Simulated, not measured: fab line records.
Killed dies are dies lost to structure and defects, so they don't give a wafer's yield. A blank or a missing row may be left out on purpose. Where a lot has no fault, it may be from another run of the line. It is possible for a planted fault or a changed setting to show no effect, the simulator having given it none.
fab line records + flow nand_harc
record:
- lots: 6
- wafers: 16
- last_day: 33
route steps=1302 shown A_ONON_D2@552 END@1302
lots that met no fault: from a run of the same line without faults
start_h: start of the lot's first displayed wafer, in hours after the record's first day + wait_h: time in hours since the lot's previous step + " repeats the value in the row above + L1.1+2: a single row standing in for several wafers + - no value, or no start given + * or withheld: withheld + < > ~ a bound
route shown NAME@n: a module of which the file shows steps, and the number in the route of the first + usual: mean and standard deviation over wafers with no fault + same: alike in all rows + chamber/n: place in a boat + sites: the reading at each site + _std_site: the values' standard deviation + _edge_site: the outer-site mean with the inner-site mean subtracted + radius_mm: for every site, how far away it sits from the centre of the wafer + mask NAME#n: copy n + behind: the most recent tool/chamber to have shaped the wafer + hold: cause of the lot's hold/its duration in hours/its outcome + device: the transistor (n, p or np) that didn't switch + end of line: tests of these same wafers at the route's end + step lacking rows: just its recipe + killed: not the wafer's yield, but the dies lost to structure and defects at the first sort + map: the dies of a wafer, with x for killed, . for not killed, _ for no die there
set.NAME: the setting as run; set.NAME@STEP: as run at that earlier step + model.NAME: the simulator's own value behind a step, which no gauge read
lots at some steps of the route; a table a step, a row a wafer
services: the hour from which a tool's chamber was out of use, counted from the record's first day as start_h (under 0 if before that day), plus the number of hours and why
== steps ==
step: NHARC_A_ONON_D2_THK_MEAS_11
recipe:
- thk_meas_gauge: ellipsometry
usual:
- thk_nm: 999/11
| lot.wafer | tool          | chamber | start_h | wait_h | thk_nm |
|-----------|---------------|---------|---------|--------|--------|
| L766.1    | film_metro-02 | -       | 289.39  | -      | 984    |
| L766.2    | "             | -       | "       | "      | 986    |
| L766.3    | "             | -       | "       | "      | 986    |
| L780.3    | film_metro-02 | -       | 427.22  | -      | 978    |
| L782.1    | film_metro-02 | -       | 439.83  | -      | 1000   |
| L782.3    | "             | -       | "       | "      | 999    |
| L782.6    | "             | -       | "       | "      | 1001   |
| L784.3    | film_metro-01 | -       | 469.04  | -      | 1002   |
| L784.5    | "             | -       | "       | "      | 1003   |
| L784.6    | "             | -       | "       | "      | 1001   |
| L787.1    | film_metro-02 | -       | 504.72  | -      | 971    |
| L787.3    | "             | -       | "       | "      | 971    |
| L787.5    | "             | -       | "       | "      | 971    |
| L788.2    | film_metro-01 | -       | 504.84  | -      | 1015   |
| L788.5    | "             | -       | "       | "      | 1014   |
| L788.6    | "             | -       | "       | "      | 1015   |
step: NHARC_A_ONON_D2_DEP_12
recipe:
- target_thk_a: 10000
- n2_flow_sccm: 2750
- n2o_flow_sccm: 2000
- nh3_flow_sccm: 500
- sih4_flow_sccm: 210
- temp_c: 400
step: NHARC_A_ONON_D2_THK_MEAS_14
recipe:
- thk_meas_gauge: ellipsometry
usual:
- thk_nm: 996/9.4
| lot.wafer | tool          | chamber | start_h | wait_h | thk_nm |
|-----------|---------------|---------|---------|--------|--------|
| L766.1    | film_metro-01 | -       | 289.95  | -      | 1005   |
| L766.2    | "             | -       | "       | "      | 1005   |
| L766.3    | "             | -       | "       | "      | 1003   |
| L780.3    | film_metro-01 | -       | 427.78  | -      | 985    |
| L782.1    | film_metro-02 | -       | 440.40  | -      | 996    |
| L782.3    | "             | -       | "       | "      | 998    |
| L782.6    | "             | -       | "       | "      | 995    |
| L784.3    | film_metro-02 | -       | 469.60  | -      | 1013   |
| L784.5    | "             | -       | "       | "      | 1012   |
| L784.6    | "             | -       | "       | "      | 1013   |
| L787.1    | film_metro-02 | -       | 505.28  | -      | 997    |
| L787.3    | "             | -       | "       | "      | 999    |
| L787.5    | "             | -       | "       | "      | 999    |
| L788.2    | film_metro-01 | -       | 505.41  | -      | 981    |
| L788.5    | "             | -       | "       | "      | 980    |
| L788.6    | "             | -       | "       | "      | 983    |
step: NHARC_A_ONON_D2_ANNEAL_15
recipe:
- temp_c: 750
- time_s: 3600
step: NHARC_A_ONON_D2_DEP_16
recipe:
- target_thk_a: 10000
- n2_flow_sccm: 2750
- n2o_flow_sccm: 2000
- nh3_flow_sccm: 500
- sih4_flow_sccm: 210
- temp_c: 400
step: NHARC_A_ONON_D2_THK_MEAS_18
recipe:
- thk_meas_gauge: ellipsometry
usual:
- thk_nm: 1002/11
| lot.wafer | tool          | chamber | start_h | wait_h | thk_nm |
|-----------|---------------|---------|---------|--------|--------|
| L766.1    | film_metro-02 | -       | 297.33  | -      | 997    |
| L766.2    | "             | -       | "       | "      | 997    |
| L766.3    | "             | -       | "       | "      | 995    |
| L780.3    | film_metro-01 | -       | 435.53  | -      | 1019   |
| L782.1    | film_metro-01 | -       | 447.79  | -      | 1022   |
| L782.3    | "             | -       | "       | "      | 1021   |
| L782.6    | "             | -       | "       | "      | 1022   |
| L784.3    | film_metro-02 | -       | 478.85  | -      | 992    |
| L784.5    | "             | -       | "       | "      | 991    |
| L784.6    | "             | -       | "       | "      | 991    |
| L787.1    | film_metro-01 | -       | 513.25  | -      | 982    |
| L787.3    | "             | -       | "       | "      | 982    |
| L787.5    | "             | -       | "       | "      | 981    |
| L788.2    | film_metro-02 | -       | 513.25  | -      | 993    |
| L788.5    | "             | -       | "       | "      | 992    |
| L788.6    | "             | -       | "       | "      | 992    |
step: NHARC_A_ONON_D2_DEP_19
recipe:
- target_thk_a: 10000
- n2_flow_sccm: 2750
- n2o_flow_sccm: 2000
- nh3_flow_sccm: 500
- sih4_flow_sccm: 210
- temp_c: 400
step: NHARC_A_ONON_D2_THK_MEAS_21
recipe:
- thk_meas_gauge: ellipsometry
usual:
- thk_nm: 998/8.9
| lot.wafer | tool          | chamber | start_h | wait_h | thk_nm |
|-----------|---------------|---------|---------|--------|--------|
| L766.1    | film_metro-02 | -       | 297.89  | -      | 987    |
| L766.2    | "             | -       | "       | "      | 984    |
| L766.3    | "             | -       | "       | "      | 984    |
| L780.3    | film_metro-01 | -       | 436.09  | -      | 1000   |
| L782.1    | film_metro-02 | -       | 448.35  | -      | 987    |
| L782.3    | "             | -       | "       | "      | 987    |
| L782.6    | "             | -       | "       | "      | 986    |
| L784.3    | film_metro-02 | -       | 479.41  | -      | 1006   |
| L784.5    | "             | -       | "       | "      | 1004   |
| L784.6    | "             | -       | "       | "      | 1005   |
| L788.2    | film_metro-01 | -       | 513.81  | -      | 1009   |
| L788.5    | "             | -       | "       | "      | 1012   |
| L788.6    | "             | -       | "       | "      | 1009   |
| L787.1    | film_metro-02 | -       | 513.82  | -      | 1012   |
| L787.3    | "             | -       | "       | "      | 1010   |
| L787.5    | "             | -       | "       | "      | 1012   |
step: NHARC_A_ONON_D2_DEP_22
recipe:
- target_thk_a: 10000
- n2_flow_sccm: 2750
- n2o_flow_sccm: 2000
- nh3_flow_sccm: 500
- sih4_flow_sccm: 210
- temp_c: 400
step: NHARC_A_ONON_D2_THK_MEAS_24
recipe:
- thk_meas_gauge: ellipsometry
usual:
- thk_nm: 1004/10
| lot.wafer | tool          | chamber | start_h | wait_h | thk_nm |
|-----------|---------------|---------|---------|--------|--------|
| L766.1    | film_metro-02 | -       | 298.46  | -      | 983    |
| L766.2    | "             | -       | "       | "      | 982    |
| L766.3    | "             | -       | "       | "      | 982    |
| L780.3    | film_metro-02 | -       | 436.66  | -      | 1011   |
| L782.1    | film_metro-02 | -       | 448.92  | -      | 1001   |
| L782.3    | "             | -       | "       | "      | 999    |
| L782.6    | "             | -       | "       | "      | 1000   |
| L784.3    | film_metro-02 | -       | 479.98  | -      | 1006   |
| L784.5    | "             | -       | "       | "      | 1003   |
| L784.6    | "             | -       | "       | "      | 1004   |
| L788.2    | film_metro-01 | -       | 514.38  | -      | 1005   |
| L788.5    | "             | -       | "       | "      | 1006   |
| L788.6    | "             | -       | "       | "      | 1007   |
| L787.1    | film_metro-02 | -       | 514.38  | -      | 998    |
| L787.3    | "             | -       | "       | "      | 998    |
| L787.5    | "             | -       | "       | "      | 998    |
step: NHARC_A_ONON_D2_DEP_25
recipe:
- target_thk_a: 10000
- n2_flow_sccm: 2750
- n2o_flow_sccm: 2000
- nh3_flow_sccm: 500
- sih4_flow_sccm: 210
- temp_c: 400
step: NHARC_A_ONON_D2_THK_MEAS_27
recipe:
- thk_meas_gauge: ellipsometry
usual:
- thk_nm: 1002/14
| lot.wafer | tool          | chamber | start_h | wait_h | thk_nm |
|-----------|---------------|---------|---------|--------|--------|
| L766.1    | film_metro-01 | -       | 299.02  | -      | 999    |
| L766.2    | "             | -       | "       | "      | 999    |
| L766.3    | "             | -       | "       | "      | 999    |
| L780.3    | film_metro-01 | -       | 437.22  | -      | 998    |
| L782.1    | film_metro-02 | -       | 449.49  | -      | 1016   |
| L782.3    | "             | -       | "       | "      | 1014   |
| L782.6    | "             | -       | "       | "      | 1014   |
| L784.3    | film_metro-02 | -       | 480.55  | -      | 990    |
| L784.5    | "             | -       | "       | "      | 989    |
| L784.6    | "             | -       | "       | "      | 988    |
| L788.2    | film_metro-02 | -       | 514.95  | -      | 977    |
| L788.5    | "             | -       | "       | "      | 976    |
| L788.6    | "             | -       | "       | "      | 978    |
| L787.1    | film_metro-01 | -       | 514.95  | -      | 998    |
| L787.3    | "             | -       | "       | "      | 1000   |
| L787.5    | "             | -       | "       | "      | 997    |
step: NHARC_A_ONON_D2_DEP_28
recipe:
- target_thk_a: 10000
- n2_flow_sccm: 2750
- n2o_flow_sccm: 2000
- nh3_flow_sccm: 500
- sih4_flow_sccm: 210
- temp_c: 400
| lot.wafer  | tool          | chamber | start_h | wait_h |
|------------|---------------|---------|---------|--------|
| L766.1+2+3 | pecvd_onon-02 | 0       | 299.08  | 0.1    |
| L780.3     | pecvd_onon-04 | 0       | 437.39  | 0.2    |
| L782.1+3+6 | pecvd_onon-04 | 0       | 449.54  | 0.1    |
| L784.3+5+6 | pecvd_onon-02 | 0       | 480.72  | 0.2    |
| L787.1+3+5 | pecvd_onon-03 | 0       | 515.01  | 0.1    |
| L788.2+5+6 | pecvd_onon-04 | 0       | 515.06  | 0.1    |
step: NHARC_A_ONON_D2_THK_MEAS_30
recipe:
- thk_meas_gauge: ellipsometry
usual:
- thk_nm: 1002/9.5
| lot.wafer | tool          | chamber | start_h | wait_h | hold                     | thk_nm |
|-----------|---------------|---------|---------|--------|--------------------------|--------|
| L766.1    | film_metro-01 | -       | 299.59  | -      | -                        | 1002   |
| L766.2    | "             | -       | "       | "      | -                        | 1003   |
| L766.3    | "             | -       | "       | "      | -                        | 1003   |
| L780.3    | film_metro-01 | -       | 437.79  | -      | await_dispo/0.2h/release | 1042   |
| L780.3    | film_metro-01 | -       | 437.96  | 0.2    | -                        | 1042   |
| L782.1    | film_metro-01 | -       | 450.05  | -      | await_dispo/0.2h/release | 1002   |
| L782.3    | "             | -       | "       | "      | await_dispo/0.2h/release | 1046   |
| L782.6    | "             | -       | "       | "      | await_dispo/0.2h/release | 1002   |
| L782.1    | film_metro-01 | -       | 450.23  | 0.2    | -                        | 1004   |
| L782.3    | "             | -       | "       | "      | -                        | 1049   |
| L782.6    | "             | -       | "       | "      | -                        | 1003   |
| L784.3    | film_metro-01 | -       | 481.12  | -      | -                        | 1010   |
| L784.5    | "             | -       | "       | "      | -                        | 1011   |
| L784.6    | "             | -       | "       | "      | -                        | 1010   |
| L788.2    | film_metro-02 | -       | 515.51  | -      | -                        | 1009   |
| L788.5    | "             | -       | "       | "      | -                        | 1009   |
| L788.6    | "             | -       | "       | "      | -                        | 1008   |
| L787.1    | film_metro-01 | -       | 515.52  | -      | -                        | 993    |
| L787.3    | "             | -       | "       | "      | -                        | 992    |
| L787.5    | "             | -       | "       | "      | -                        | 990    |
step: NHARC_A_ONON_D2_DEP_33
recipe:
- target_thk_a: 2000
- temp_c: 400
- pressure_torr: 6.5
- rf_w: 900
- teos_flow_sccm: 161.4
- flow_sccm: 2650
- target_thk_nm: 200
- gas: O2
- material: SiO2
usual:
- heater_power_w: 578/86
- rf_fwd_power_W: 898.8/2.6
- throttle_valve_pct: 16.1/0.44
| lot.wafer | tool     | chamber | start_h | wait_h | hold                     | heater_power_w | rf_fwd_power_W | throttle_valve_pct |
|-----------|----------|---------|---------|--------|--------------------------|----------------|----------------|--------------------|
| L766.1    | pecvd-01 | 2       | 299.65  | 0.1    | -                        | 693            | 902.5          | 15.2               |
| L766.2    | "        | 0       | "       | "      | -                        | 666            | 898.1          | 16.6               |
| L766.3    | "        | 1       | "       | "      | -                        | 513            | 899.7          | 16.3               |
| L780.3    | pecvd-01 | 2       | 443.77  | 5.8    | await_dispo/5.7h/release | 674            | 897.5          | 15.4               |
| L782.3    | pecvd-01 | 1       | 452.09  | 1.9    | await_dispo/1.2h/release | 513            | 897.7          | 16.3               |
| L782.1    | "        | 2       | "       | "      | await_dispo/1.2h/release | 683            | 899.3          | 15.4               |
| L782.6    | "        | 2       | "       | "      | await_dispo/1.2h/release | 702            | 898.1          | 15.5               |
| L784.3    | pecvd-01 | 0       | 481.26  | 0.1    | -                        | 653            | 895.5          | 16.5               |
| L784.5    | "        | 1       | "       | "      | -                        | 587            | 902.5          | 16.3               |
| L784.6    | "        | 0       | "       | "      | -                        | 663            | 894.9          | 16.5               |
| L788.2    | pecvd-02 | 0       | 515.65  | 0.1    | -                        | 501            | 897.0          | 16.1               |
| L788.6    | "        | 2       | "       | "      | -                        | 721            | 894.8          | 16.7               |
| L788.5    | "        | 1       | "       | "      | -                        | 539            | 902.9          | 16.5               |
| L787.3    | pecvd-04 | 1       | 515.66  | 0.1    | -                        | 474            | 893.6          | 16.0               |
| L787.1    | "        | 2       | "       | "      | -                        | 603            | 901.4          | 16.6               |
| L787.5    | "        | 1       | "       | "      | -                        | 347            | 894.1          | 15.8               |
step: NHARC_END_SORT_01
recipe:
- temp_c: 25
usual:
- killed_at_array: 55/17
- killed_at_other: 1.1/1.4
- killed_at_periphery: 3.9/3
- killed_dies: 59/17
- killed_open: 3.5/2
- killed_short: 2.6/1.6
same:
- gross_dies: 677
| lot.wafer | tool      | chamber | start_h | wait_h | hold                     | killed_at_array | killed_at_other | killed_at_periphery | killed_dies | killed_open | killed_short |
|-----------|-----------|---------|---------|--------|--------------------------|-----------------|-----------------|---------------------|-------------|-------------|--------------|
| L766.1    | prober-01 | 0       | 580.71  | 2.6    | -                        | 58              | 1               | 5                   | 64          | 6           | 4            |
| L766.2    | prober-01 | 0       | 581.52  | 2.9    | -                        | 62              | 0               | 3                   | 65          | 6           | 0            |
| L766.3    | prober-01 | 0       | 582.33  | 3.2    | -                        | 43              | 0               | 1                   | 44          | 3           | 2            |
| L780.3    | prober-02 | 0       | 711.59  | 3.1    | await_dispo/6.7h/release | 615             | 0               | 3                   | 618         | 7           | 3            |
| L782.1    | prober-01 | 0       | 720.33  | 2.5    | await_dispo/1.3h/release | 21              | 6               | 2                   | 29          | 3           | 2            |
| L782.3    | prober-01 | 0       | 721.93  | 3.1    | await_dispo/1.3h/release | 607             | 3               | 2                   | 612         | 5           | 0            |
| L782.6    | prober-01 | 0       | 724.33  | 4.0    | await_dispo/1.3h/release | 33              | 4               | 3                   | 40          | 8           | 0            |
| L787.1    | prober-01 | 0       | 788.14  | 2.5    | -                        | 56              | 3               | 3                   | 62          | 5           | 3            |
| L787.3    | prober-01 | 0       | 789.75  | 3.1    | -                        | 74              | 1               | 4                   | 79          | 3           | 2            |
| L787.5    | prober-01 | 0       | 791.37  | 3.7    | -                        | 50              | 1               | 3                   | 54          | 5           | 1            |
killed by level:class
L766.1 A_CHANNEL_HOLE_D1:chamber_film_flake=24 A_CHANNEL_HOLE_D2:chamber_film_flake=14 P_BONDPAD:chamber_film_flake=3 A_ZERO_WELL:chamber_film_flake=3 A_CHANNEL_FILL_D1:chamber_film_flake=3 A_STAIRCASE:chamber_film_flake=3 A_ONON_D1:geometric_particle:open=2 A_M0:geometric_particle:open=2
L766.2 A_CHANNEL_HOLE_D2:chamber_film_flake=31 A_CHANNEL_HOLE_D1:chamber_film_flake=11 A_CONTACT:chamber_film_flake=5 A_CHANNEL_FILL_D1:chamber_film_flake=4 A_STAIRCASE:chamber_film_flake=3 A_CONTACT:geometric_particle:open=2 P_BONDPAD:chamber_film_flake=2 A_DECK1_JOINT:chamber_film_flake=2
L766.3 A_CHANNEL_HOLE_D2:chamber_film_flake=15 A_CHANNEL_HOLE_D1:chamber_film_flake=8 A_STAIRCASE:chamber_film_flake=6 A_CHANNEL_FILL_D1:chamber_film_flake=4 A_CONTACT:chamber_film_flake=3 A_CHANNEL_HOLE_D1:geometric_particle:open=2 A_DECK1_JOINT:chamber_film_flake=2 A_DECK1_JOINT:geometric_particle:open=1
L780.3 A_ONON_D2:area_dep=558 A_CHANNEL_HOLE_D2:chamber_film_flake=20 A_CHANNEL_HOLE_D1:chamber_film_flake=16 A_CONTACT:chamber_film_flake=7 A_WL_FILL:chamber_film_flake=4 P_GATE:geometric_particle:open=2 P_M2:geometric_particle:open=1 A_ONON_D1:geometric_particle:short=1
L782.1 A_CHANNEL_HOLE_D1:chamber_film_flake=11 THIN_TSV:chamber_film_flake=6 A_SLIT:chamber_film_flake=2 A_CONTACT:chamber_film_flake=2 P_CONTACT:geometric_particle:open=1 P_M0:geometric_particle:short=1 A_DECK1_JOINT:geometric_particle:open=1 A_CHANNEL_FILL_D2:geometric_particle:short=1
L782.3 A_ONON_D2:area_dep=586 A_CHANNEL_HOLE_D1:chamber_film_flake=9 A_SLIT:chamber_film_flake=3 THIN_TSV:chamber_film_flake=3 A_WL_FILL:geometric_particle:open=2 A_CONTACT:chamber_film_flake=2 P_M0:geometric_particle:open=1 P_M2:geometric_particle:open=1
L782.6 A_CHANNEL_HOLE_D1:chamber_film_flake=13 A_CONTACT:chamber_film_flake=7 A_SLIT:chamber_film_flake=6 THIN_TSV:chamber_film_flake=4 A_M0:geometric_particle:open=3 P_CONTACT:geometric_particle:open=1 P_M0:geometric_particle:open=1 P_M2:geometric_particle:open=1
L787.1 A_CHANNEL_HOLE_D2:chamber_film_flake=25 A_CHANNEL_HOLE_D1:chamber_film_flake=9 A_SLIT:chamber_film_flake=6 A_CONTACT:chamber_film_flake=6 THIN_TSV:chamber_film_flake=3 A_DECK1_JOINT:geometric_particle:short=2 A_DECK1_JOINT:geometric_particle:open=2 A_STAIRCASE:chamber_film_flake=2
L787.3 A_CHANNEL_HOLE_D2:chamber_film_flake=34 A_CHANNEL_HOLE_D1:chamber_film_flake=23 A_SLIT:chamber_film_flake=6 A_CONTACT:chamber_film_flake=3 P_GATE:chamber_film_flake=2 A_STAIRCASE:chamber_film_flake=2 A_ONON_D1:geometric_particle:open=1 A_CHANNEL_HOLE_D1:geometric_particle:short=1
L787.5 A_CHANNEL_HOLE_D2:chamber_film_flake=20 A_CHANNEL_HOLE_D1:chamber_film_flake=13 A_SLIT:chamber_film_flake=6 A_ONON_D2:geometric_particle:open=2 A_CHANNEL_FILL_D2:chamber_film_flake=2 A_STAIRCASE:chamber_film_flake=2 A_CONTACT:chamber_film_flake=2 P_CONTACT:geometric_particle:short=1
map L780.3 (x killed, . not)
____________.____________
_________xxxxxxx_________
_______xxxxxxxxxxx_______
______xxxxxxx.xxxxx______
_____xxxxxxxxxxx.xxx_____
____xxxxx.xxxxxxxx.xx____
____xxxxxxxxxxxx.xxxx____
___xxxxxxxxxxxxxxxxx.x___
___xxxx.xxx.xxxxxxxxxx___
__x.xx.xxxxxxxxxxxxxxxx__
__xxxxxxxxxxxxxxxx.xxxx__
_xx.x.xxxxxxxxxxxxxxxxxx_
_xxxxxxxxxxxxxxxxxxxx.xx_
_.xxxxxxxxxxxxxxxxxxxxxx_
_xxxxxxxxxxxx.xxxxxxxx.x_
_x.xx.xx.xxxxxxxxx.xxxxx_
xxxx.xxx...xxxx..xxxxxxxx
xxx.xxxxxxxxxxxxxxxxxxxxx
xxxxxxxxxxxxx.xxxx.xxxxxx
xxxxxxxxxxxxxxxx.xxxx.xxx
xxxxxxxxxxxxxxxxxxxxxx.xx
_x.xxxxxxxxxxxxxxxxxxxxx_
_x.xxxxxxxxxx.xxxxxxxxxx_
_xxxx.xxxxx.xxxxxx.xxxx._
_xxx.xxxxx.xxxxxxxxxxxxx_
_xx.xxxxxxxxxxxxxxxxxxxx_
__xxxxxxxx.xxx.xxxxxxxx__
__.xxxxxxxxxxx.xxxxxxxx__
___xxxxxxxxxx.xxxxxxxx___
___xxxxxxxxxxxxxxxx.xx___
____xxxxxxxxxxxxxxxx.____
____.xxxxxxxxxxxxxxxx____
_____xxxxx.xxxxxx.xx_____
______xxxxxxx.xxxxx______
_______xxx.xx.xx.x_______
_________xxxxx.x_________
____________x____________
map L782.3 (x killed, . not)
____________x____________
_________xxxxxxx_________
_______xxxxxxx.xxx_______
______xxxxx.xxxxxxx______
_____xxxxxx.x.xxxxxx_____
____xxxxxxxxxxx.x.xxx____
____xxxxxxxxxxxxxxx.x____
___x.xxxxxxxxxxxxxxxxx___
___xx.xxxxxx.xxxxxxxxx___
__xxxxxxxxxxxx.xxxxxx.x__
__xxxxxxxxxxxxxxx.xxxx.__
_xxxxxxxxxxxxxx.xxx.xxxx_
_xxxxxxxxxxx.x.xxxxxxxx._
_xxxxx.xxxxxxxxxxxxxxxxx_
_xxxxxxxxx.x.xxxxxxxxxxx_
_xxxxxxx.x.xxxxxxxxxxxxx_
xxxxxxx.xx.xxxxxxxx.xxxx.
xxxxxxxxxxxxxxxxxxxxx.xxx
xxx.xxxxxxxxxxxxxxxxxx.xx
x.xxxx.xxxxxxxxxxxxxxxx..
xxxx.xxxxxxxxxxxxxxxxxxxx
_xxxxxxx.xxxxxxxxxxxx.xx_
_xxxxxxxxxxxx.xxxxxxxx.x_
_x.xxxxxxxxxxxxxxxxxxxxx_
_xxx.xxxxxxxxxxx.xxx...x_
_xxxxxxx.xxx.xxxxxxxx.x._
__xxxxxxxxxx.xxxxxxxxxx__
__xxxxxxxxxxxxxxxxx.xxx__
___xxxxxxxxxxxxxxxxxx.___
___xxxxxxxxxxxxxxxxxxx___
____xx.xxxxxxxx.xxxxx____
____xx..xxx.x.x..xxx.____
_____xxxxxxxxxxxxxxx_____
______xxxxxxxxxxxxx______
_______xxxxxxx.xx._______
_________xxxx.xx_________
____________x____________
== services ==
| tool          | chamber | start_h | hours | kind       |
|---------------|---------|---------|-------|------------|
| pecvd-02      | 0       | 279.41  | 6.0   | repair     |
| pecvd-04      | -       | 304.90  | 5.4   | repair     |
| pecvd-01      | -       | 311.00  | 13.0  | pm         |
| pecvd-01      | 0       | 311.00  | 13.0  | vent_cycle |
| pecvd-01      | 1       | 311.00  | 13.0  | vent_cycle |
| pecvd-01      | 2       | 311.00  | 13.0  | vent_cycle |
| pecvd_onon-04 | -       | 311.00  | 13.0  | pm         |
| pecvd-01      | 0       | 324.00  | -     | clean      |
| pecvd-01      | 1       | 324.00  | -     | clean      |
| pecvd-01      | 2       | 324.00  | -     | clean      |
| pecvd-02      | -       | 324.45  | 0.6   | repair     |
| pecvd-04      | -       | 337.80  | 1.7   | repair     |
| pecvd_onon-02 | -       | 366.14  | 13.0  | pm         |
| pecvd-04      | 2       | 399.33  | 13.2  | repair     |
| pecvd-02      | -       | 408.18  | 13.0  | pm         |
| pecvd_onon-03 | -       | 408.23  | 13.0  | pm         |
| pecvd-01      | -       | 442.21  | 0.7   | repair     |
| pecvd-04      | -       | 450.17  | 13.0  | pm         |
| pecvd_onon-02 | -       | 454.89  | 1.7   | repair     |
| pecvd-01      | -       | 492.00  | 13.0  | pm         |
| pecvd-01      | 0       | 492.00  | 13.0  | vent_cycle |
| pecvd-01      | 1       | 492.00  | 13.0  | vent_cycle |
| pecvd_onon-04 | -       | 492.00  | 13.0  | pm         |
| pecvd-02      | -       | 510.23  | 2.5   | repair     |
== key ==
first_sign:
- step: NHARC_A_ONON_D2_THK_MEAS_30
- reading: visit
- direction: added
effect:
- step: NHARC_A_ONON_D2_THK_MEAS_30
- reading: thk_nm
- direction: up
- sigmas: 4.4
- usual: 1002
- struck: 1044
effect:
- step: NHARC_END_SORT_01
- reading: killed_at_array
- direction: up
- sigmas: 33
- usual: 55
- struck: 611
more_kills_born_at:
- NHARC_A_ONON_D2_DEP_28@pecvd_onon-04: 1144
met_at NHARC_A_ONON_D2_DEP_28
struck_wafers L780.3,L782.3
later_rows_left_out L780.3,L782.3
tester_left_out L780,L782
fault:
- kind: process_parameter_drift
- tool: pecvd_onon-04
- chamber: -
- onset_h: 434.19
- steps: NHARC_A_ONON_D2_DEP_28
- channel: target_thk_a
- offset: *
- shape: step
- end_h: 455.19
- scope: struck_wafers_only
- acts_in: *
- stated: *
tester_left_out: of these lots the tester's yield and bins aren't shown, on N5 and GAA mostly nor the transistor test; their killed dies are dies lost to structure and defects alone, not to doping, threshold or leakage, so they don't give the yield
later_rows_left_out: the simulator's readings of these wafers behind a module that went badly wrong aren't trusted and aren't shown, but for the sort
